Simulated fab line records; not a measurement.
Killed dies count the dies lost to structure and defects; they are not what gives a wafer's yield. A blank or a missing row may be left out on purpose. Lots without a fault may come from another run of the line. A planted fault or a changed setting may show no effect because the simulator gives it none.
fab line records | flow nand-harc
record lots=5 wafers=15 last-day=30
route steps=1302 shown A_SOURCE_PLATE@414 A_ONON_D1@424 END@1302
lots that met no fault: from a run of the same line without faults
start-h: start of the lot's first displayed wafer, in hours after the record's first day | wait-h: time in hours since the lot's previous step | " same as the row above | L1.1+2: one row covering several wafers at once | - no value present, or no start provided | * or withheld: withheld | < > ~ a bound
route shown NAME@n: NAME is a module with steps in the file, n the number in the route of the first one | usual: the fault-free wafers' mean and standard deviation | same: alike in all rows | chamber/n: place in a boat | sites: each site's reading | _std_site: standard deviation of those values | _edge_site: inner sites' mean taken away from outer sites' mean | radius-mm: how far each site lies from the wafer's centre | mask NAME#n: copy n | behind: the most recent tool/chamber to have shaped the wafer | hold: what put the lot on hold/how long, in hours/how the hold closed | device: the n, p or np transistor that did not switch | end of line: the same wafers' tests at the end of the route | a step without rows: its recipe alone | killed: not the wafer's yield, but the dies lost to structure and defects at the first sort | map: a wafer's dies, x killed, . not, _ none there
set.NAME: the setting as run; set.NAME@STEP: as run at that earlier step | model.NAME: the simulator's own value behind a step, which no gauge read
certain route steps with their lots: each step a table, each wafer a row
services: from which hour (start-h, from the record's first day; less than 0 if before it) a tool's chamber was out of use, for how many hours, and why
## steps
# step NHARC_A_SOURCE_PLATE_SRD_01
# step NHARC_A_SOURCE_PLATE_OXIDE_02
# recipe target-thk-a=100 temp-c=900 ox-time-s=1362 material=SiO2
# step NHARC_A_SOURCE_PLATE_THK_MEAS_09
# recipe thk-meas-gauge=ellipsometry
# usual thk-nm=9.8/1.2
# columns lot.wafer tool chamber start-h wait-h thk-nm
L746.2 film-metro-02 - 170.71 0.4 9.2
L746.4 " - " " 8.7
L746.5 " - " " 8.9
L750.1 film-metro-01 - 209.69 0.4 9.4
L750.2 " - " " 8.1
L750.3 " - " " 6.6
L752.1 film-metro-01 - 226.18 0.4 9.7
L752.2 " - " " 10.2
L752.3 " - " " 9.0
L751.4 film-metro-02 - 226.18 0.4 9.0
L751.5 " - " " 8.5
L751.6 " - " " 9.3
L761.2 film-metro-01 - 318.26 0.4 10.3
L761.3 " - " " 10.6
L761.5 " - " " 11.3
# step NHARC_A_SOURCE_PLATE_PVD_04
# recipe target-thk-a=500 material=WSi2
# step NHARC_A_SOURCE_PLATE_CVD_03
# recipe target-thk-a=2000 temp-c=620 pressure-mtorr=200 time-s=4000 material=poly-Si
# step NHARC_A_SOURCE_PLATE_ANNEAL_05
# recipe temp-c=850 time-s=1800
# step NHARC_A_SOURCE_PLATE_THK_MEAS_06
# recipe thk-meas-gauge=ellipsometry
# usual thk-nm=199.4/2.1
# columns lot.wafer tool chamber start-h wait-h thk-nm
L746.2 film-metro-02 - 187.29 0.4 200.6
L746.4 " - " " 200.2
L746.5 " - " " 198.4
L750.1 film-metro-02 - 222.51 0.4 199.6
L750.2 " - " " 201.2
L750.3 " - " " 199.8
L752.1 film-metro-01 - 239.18 0.4 198.0
L752.2 " - " " 198.6
L752.3 " - " " 198.9
L751.4 film-metro-02 - 239.19 0.4 202.8
L751.5 " - " " 203.7
L751.6 " - " " 203.6
L761.2 film-metro-02 - 328.49 0.4 195.5
L761.3 " - " " 196.9
L761.5 " - " " 196.5
# step NHARC_A_SOURCE_PLATE_INSPECT_08
# usual raw-defect-count=56/26
# columns lot.wafer tool chamber start-h wait-h raw-defect-count
L746.2 defect-inspect-02 - 187.38 0.0 35
L746.4 " - " " 38
L746.5 " - " " 50
L750.1 defect-inspect-01 - 222.61 0.0 69
L750.2 " - " " 56
L750.3 " - " " 49
L752.1 defect-inspect-02 - 239.27 0.0 97
L752.2 " - " " 62
L752.3 " - " " 63
L751.4 defect-inspect-01 - 239.27 0.0 32
L751.5 " - " " 62
L751.6 " - " " 25
L761.2 defect-inspect-01 - 328.55 0.0 46
L761.3 " - " " 48
L761.5 " - " " 29
# step NHARC_A_ONON_D1_DEP_00
# recipe target-thk-a=10000 n2-flow-sccm=2750 n2o-flow-sccm=2000 nh3-flow-sccm=500 sih4-flow-sccm=210 temp-c=400
# step NHARC_A_ONON_D1_THK_MEAS_02
# recipe thk-meas-gauge=ellipsometry
# usual thk-nm=1001/8.2
# columns lot.wafer tool chamber start-h wait-h thk-nm
L746.2 film-metro-02 - 187.95 - 998
L746.4 " - " " 999
L746.5 " - " " 999
L750.1 film-metro-01 - 223.19 - 1011
L750.2 " - " " 1011
L750.3 " - " " 1011
L752.1 film-metro-02 - 239.85 - 994
L752.2 " - " " 997
L752.3 " - " " 996
L751.4 film-metro-02 - 240.05 - 983
L751.5 " - " " 985
L751.6 " - " " 984
L761.2 film-metro-02 - 329.13 - 994
L761.3 " - " " 994
L761.5 " - " " 993
# step NHARC_A_ONON_D1_DEP_03
# recipe target-thk-a=10000 n2-flow-sccm=2750 n2o-flow-sccm=2000 nh3-flow-sccm=500 sih4-flow-sccm=210 temp-c=400
# columns lot.wafer tool chamber start-h wait-h
L746.2+4+5 pecvd-onon-03 0 188.07 0.1
L750.1+2+3 pecvd-onon-04 0 223.25 0.1
L752.1+2+3 pecvd-onon-02 0 239.90 0.1
L751.4+5+6 pecvd-onon-03 0 240.28 0.2
L761.2+3+5 pecvd-onon-02 0 329.24 0.1
# step NHARC_A_ONON_D1_THK_MEAS_05
# recipe thk-meas-gauge=ellipsometry
# usual thk-nm=1002/12
# columns lot.wafer tool chamber start-h wait-h thk-nm
L746.2 film-metro-01 - 188.52 - 1016
L746.4 " - " " 1016
L746.5 " - " " 1016
L750.1 film-metro-02 - 223.76 - 1008
L750.2 " - " " 1008
L750.3 " - " " 1008
L752.1 film-metro-02 - 240.42 - 1018
L752.2 " - " " 1017
L752.3 " - " " 1019
L751.4 film-metro-02 - 240.62 - 1008
L751.5 " - " " 798
L751.6 " - " " 796
L761.2 film-metro-02 - 329.71 - 983
L761.3 " - " " 983
L761.5 " - " " 981
# step NHARC_A_ONON_D1_DEP_06
# recipe target-thk-a=10000 n2-flow-sccm=2750 n2o-flow-sccm=2000 nh3-flow-sccm=500 sih4-flow-sccm=210 temp-c=400
# step NHARC_END_SORT_01
# recipe temp-c=25
# usual killed-at-array=52/18 killed-at-other=1.0/1.4 killed-at-periphery=3.1/2.3 killed-dies=56/17 killed-open=3.0/1.7 killed-short=2.5/1.7
# same gross-dies=677
# columns lot.wafer tool chamber start-h wait-h killed-at-array killed-at-other killed-at-periphery killed-dies killed-open killed-short
L746.4 prober-02 0 570.07 3.4 56 0 1 57 2 0
L752.1 prober-01 0 638.68 2.5 41 5 3 49 6 3
L752.2 prober-01 0 639.50 2.8 64 1 4 69 2 2
L752.3 prober-01 0 640.31 3.1 65 8 3 76 5 0
L751.4 prober-02 0 647.00 3.4 29 0 2 31 1 2
L751.5 prober-02 0 647.79 3.7 672 0 5 677 4 1
L751.6 prober-02 0 648.59 4.0 669 1 7 677 3 2
# killed by level:class
L746.4 A_SLIT:chamber-film-flake=18 A_CHANNEL_HOLE_D1:chamber-film-flake=14 A_CHANNEL_HOLE_D2:chamber-film-flake=12 A_CHANNEL_FILL_D1:chamber-film-flake=4 A_STAIRCASE:chamber-film-flake=3 A_CHANNEL_HOLE_D2:geometric-particle:open=1 A_M0:geometric-particle:open=1 P_ZERO_WELL:chamber-film-flake=1
L752.1 A_CHANNEL_HOLE_D1:chamber-film-flake=17 A_CHANNEL_HOLE_D2:chamber-film-flake=9 THIN_TSV:chamber-film-flake=4 A_ONON_D1:geometric-particle:open=2 A_ONON_D2:geometric-particle:open=2 P_ZERO_WELL:chamber-film-flake=2 A_DECK1_JOINT:chamber-film-flake=2 A_STAIRCASE:chamber-film-flake=2
L752.2 A_CHANNEL_HOLE_D2:chamber-film-flake=27 A_CHANNEL_HOLE_D1:chamber-film-flake=24 A_CONTACT:chamber-film-flake=4 P_ZERO_WELL:chamber-film-flake=2 A_STAIRCASE:chamber-film-flake=2 P_M0:geometric-particle:open=1 P_M0:geometric-particle:short=1 A_SOURCE_PLATE:geometric-particle:short=1
L752.3 A_CHANNEL_HOLE_D1:chamber-film-flake=38 A_CHANNEL_HOLE_D2:chamber-film-flake=17 THIN_TSV:chamber-film-flake=8 A_WL_FILL:geometric-particle:open=2 P_M1:geometric-particle:open=1 A_DECK1_JOINT:geometric-particle:open=1 A_M0:geometric-particle:open=1 P_ZERO_WELL:chamber-film-flake=1
L751.4 A_CHANNEL_HOLE_D1:chamber-film-flake=8 A_CHANNEL_HOLE_D2:chamber-film-flake=8 A_WL_FILL:chamber-film-flake=4 A_DECK1_JOINT:chamber-film-flake=3 P_GATE:chamber-film-flake=2 A_ONON_D1:geometric-particle:open=1 A_ONON_D1:geometric-particle:short=1 A_CHANNEL_FILL_D2:geometric-particle:short=1
L751.5 A_ONON_D1:area-dep=648 A_CHANNEL_HOLE_D2:chamber-film-flake=8 P_GATE:chamber-film-flake=3 A_WL_FILL:chamber-film-flake=3 A_CONTACT:chamber-film-flake=3 A_M0:geometric-particle:open=2 A_CHANNEL_HOLE_D1:chamber-film-flake=2 P_CONTACT:geometric-particle:open=1
L751.6 A_ONON_D1:area-dep=643 A_CHANNEL_HOLE_D2:chamber-film-flake=11 A_DECK1_JOINT:chamber-film-flake=5 P_GATE:chamber-film-flake=4 P_BONDPAD:chamber-film-flake=2 A_SLIT:chamber-film-flake=2 A_WL_FILL:chamber-film-flake=2 A_SOURCE_PLATE:geometric-particle:open=1
# map L751.5 (x killed, . not)
____________x____________
_________xxxxxxx_________
_______xxxxxxxxxxx_______
______xxxxxxxxxxxxx______
_____xxxxxxxxxxxxxxx_____
____xxxxxxxxxxxxxxxxx____
____xxxxxxxxxxxxxxxxx____
___xxxxxxxxxxxxxxxxxxx___
___xxxxxxxxxxxxxxxxxxx___
__xxxxxxxxxxxxxxxxxxxxx__
__xxxxxxxxxxxxxxxxxxxxx__
_xxxxxxxxxxxxxxxxxxxxxxx_
_xxxxxxxxxxxxxxxxxxxxxxx_
_xxxxxxxxxxxxxxxxxxxxxxx_
_xxxxxxxxxxxxxxxxxxxxxxx_
_xxxxxxxxxxxxxxxxxxxxxxx_
xxxxxxxxxxxxxxxxxxxxxxxxx
xxxxxxxxxxxxxxxxxxxxxxxxx
xxxxxxxxxxxxxxxxxxxxxxxxx
xxxxxxxxxxxxxxxxxxxxxxxxx
xxxxxxxxxxxxxxxxxxxxxxxxx
_xxxxxxxxxxxxxxxxxxxxxxx_
_xxxxxxxxxxxxxxxxxxxxxxx_
_xxxxxxxxxxxxxxxxxxxxxxx_
_xxxxxxxxxxxxxxxxxxxxxxx_
_xxxxxxxxxxxxxxxxxxxxxxx_
__xxxxxxxxxxxxxxxxxxxxx__
__xxxxxxxxxxxxxxxxxxxxx__
___xxxxxxxxxxxxxxxxxxx___
___xxxxxxxxxxxxxxxxxxx___
____xxxxxxxxxxxxxxxxx____
____xxxxxxxxxxxxxxxxx____
_____xxxxxxxxxxxxxxx_____
______xxxxxxxxxxxxx______
_______xxxxxxxxxxx_______
_________xxxxxxx_________
____________x____________
# map L746.2 (x killed, . not)
____________.____________
_________......._________
_______..x........_______
______.............______
_____..............._____
____.................____
____......x..........____
___...................___
___...x...........x...___
__.......x.............__
__............x........__
_.........x............._
_................x......_
_......................._
_........x.........x...._
_................x......_
x........x...............
x.x......................
xx.x..x..................
xxx.......x..............
xxx......................
_xx....................._
_xxx.........x.........._
_xxx........x.........x._
_x......x.x............._
_.......x.x..x.........._
__.x...x.xxx...........__
__.....xx..xx..........__
___.....xxxx..........___
___......xxxx..x......___
____.....xxxx.x......____
____.....xxxxx..x....____
_____.....xxxx......_____
______.....x.x.....______
_______..x.x.x...._______
_________.x.x..._________
____________.____________
## services
# columns tool chamber start-h hours kind
pecvd-onon-02 - 185.34 13.0 pm
pecvd-onon-03 - 227.00 13.0 pm
pecvd-onon-04 - 276.09 0.7 repair
pecvd-onon-04 - 311.24 13.0 pm
## key
first-sign step=NHARC_A_ONON_D1_THK_MEAS_05 reading=thk-nm direction=down sigmas=17 usual=1002 struck=797
effect step=NHARC_END_SORT_01 reading=killed-dies direction=up sigmas=36 usual=56 struck=677
more-kills-born-at NHARC_A_ONON_D1_DEP_03@pecvd-onon-03=1291
met-at NHARC_A_ONON_D1_DEP_03
struck-wafers L751.5,L751.6
later-rows-left-out L751.5,L751.6
tester-left-out L751
onset-between 188.07 240.28
fault kind=process-parameter-drift tool=pecvd-onon-03 chamber=- onset-h=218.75 steps=NHARC_A_ONON_D1_DEP_03 channel=target-thk-a offset=* shape=step end-h=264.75 scope=struck-wafers-only acts-in=* stated=*
# tester-left-out: of these lots the tester's yield and bins aren't shown, on N5 and GAA mostly nor the transistor test; their killed dies are dies lost to structure and defects alone, not to doping, threshold or leakage, so they don't give the yield
# later-rows-left-out: the simulator's readings of these wafers behind a module that went badly wrong aren't trusted and aren't shown, but for the sort
